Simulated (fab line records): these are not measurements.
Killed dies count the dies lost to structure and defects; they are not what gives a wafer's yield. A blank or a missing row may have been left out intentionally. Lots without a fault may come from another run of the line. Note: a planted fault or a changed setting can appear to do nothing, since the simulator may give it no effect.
What tool caused it? / flow nand harc / 6 lots with 18 wafers sampled at 5 steps, on a route of 1302 steps

== WHAT EACH GAUGE READ, for each wafer ==
NHARC_END_SORT_01.
lot=L127; measured=day 32 06:06; on=prober-01; killed at array=44 255 57

== EACH LOT AND THE TOOL THAT RAN IT (in order: tool; ch and the chambers of the sampled wafers; start) ==
lot=L111; NHARC_A_CONTACT_DEP_85=pecvd-03 ch 0,2, day 24 11:07; NHARC_A_CONTACT_ETCH_30=rie diel-02 ch 0,1,3, day 24 12:49; NHARC_A_CONTACT_ETCH_138=har cap etch-02 ch 0,1, day 24 14:26; NHARC_A_CONTACT_ETCH_92=rie diel-06 ch 1,2, day 24 15:19
lot=L114; NHARC_A_CONTACT_DEP_85=pecvd-01 ch 0,2, day 24 23:07; NHARC_A_CONTACT_ETCH_30=rie diel-06 ch 0,2,3, day 25 00:39; NHARC_A_CONTACT_ETCH_138=har cap etch-03 ch 0,1, day 25 02:22; NHARC_A_CONTACT_ETCH_92=rie diel-02 ch 0,3, day 25 04:17
lot=L117; NHARC_A_CONTACT_DEP_85=pecvd-01 ch 0,1, day 25 22:49; NHARC_A_CONTACT_ETCH_30=rie diel-01 ch 0,1,2, day 26 00:14; NHARC_A_CONTACT_ETCH_138=har cap etch-03 ch 0,1, day 26 01:51; NHARC_A_CONTACT_ETCH_92=rie diel-02 ch 1,2,3, day 26 02:42
lot=L120; NHARC_A_CONTACT_DEP_85=pecvd-01 ch 0,1, day 27 07:07; NHARC_A_CONTACT_ETCH_30=rie diel-02 ch 0,2, day 27 08:26; NHARC_A_CONTACT_ETCH_138=har cap etch-03 ch 0,1, day 27 10:15; NHARC_A_CONTACT_ETCH_92=rie diel-01 ch 0,1,3, day 27 11:01
lot=L123; NHARC_A_CONTACT_DEP_85=pecvd-01 ch 1,2, day 28 08:18; NHARC_A_CONTACT_ETCH_30=rie diel-06 ch 1,2,3, day 28 09:46; NHARC_A_CONTACT_ETCH_138=har cap etch-02 ch 0,1, day 28 11:47; NHARC_A_CONTACT_ETCH_92=rie diel-06 ch 0,1,2, day 28 12:44
lot=L127; NHARC_A_CONTACT_DEP_85=pecvd-03 ch 0,1,2, day 30 01:47; NHARC_A_CONTACT_ETCH_30=rie diel-02 ch 0,2, day 30 03:02; NHARC_A_CONTACT_ETCH_138=har cap etch-03 ch 0,1, day 30 04:40; NHARC_A_CONTACT_ETCH_92=rie diel-02 ch 0,2,3, day 30 05:30
- NHARC_A_CONTACT_DEP_85: deposits SiON, target thk 60 nm.
- NHARC_A_CONTACT_ETCH_30: etches the open film in CF4/CHF3, target depth 72.6 nm, time 36.3 s.
- NHARC_A_CONTACT_ETCH_138: etches the open film in C4F8/O2/Ar, time 311 s, target depth 1914 nm.
- NHARC_A_CONTACT_ETCH_92: etches the open film in CH3F/O2, target depth 40 nm, time 85.7 s.

== THE ANSWER, worked out from the rows above alone ==
Rule: the usual values come from the lots themselves. The widest of any qualifying gaps counts: lots, ordered by their means at a reading, are off when they make up no more than a third of the lots, leave a main group of 4 or more, and stand apart from it by 3 or more times the standard deviation of that group's means. Not used: any main group whose means are identical at the precision the tables above print for the reading. Also off: a lot with no number at a reading for which 4 or more lots have one. Any other lot the step has rows for is counted as sound.
No lot is off on any of the readings shown, so nothing can be concluded from this.

== WHAT THE SIMULATOR HAD PUT IN ==
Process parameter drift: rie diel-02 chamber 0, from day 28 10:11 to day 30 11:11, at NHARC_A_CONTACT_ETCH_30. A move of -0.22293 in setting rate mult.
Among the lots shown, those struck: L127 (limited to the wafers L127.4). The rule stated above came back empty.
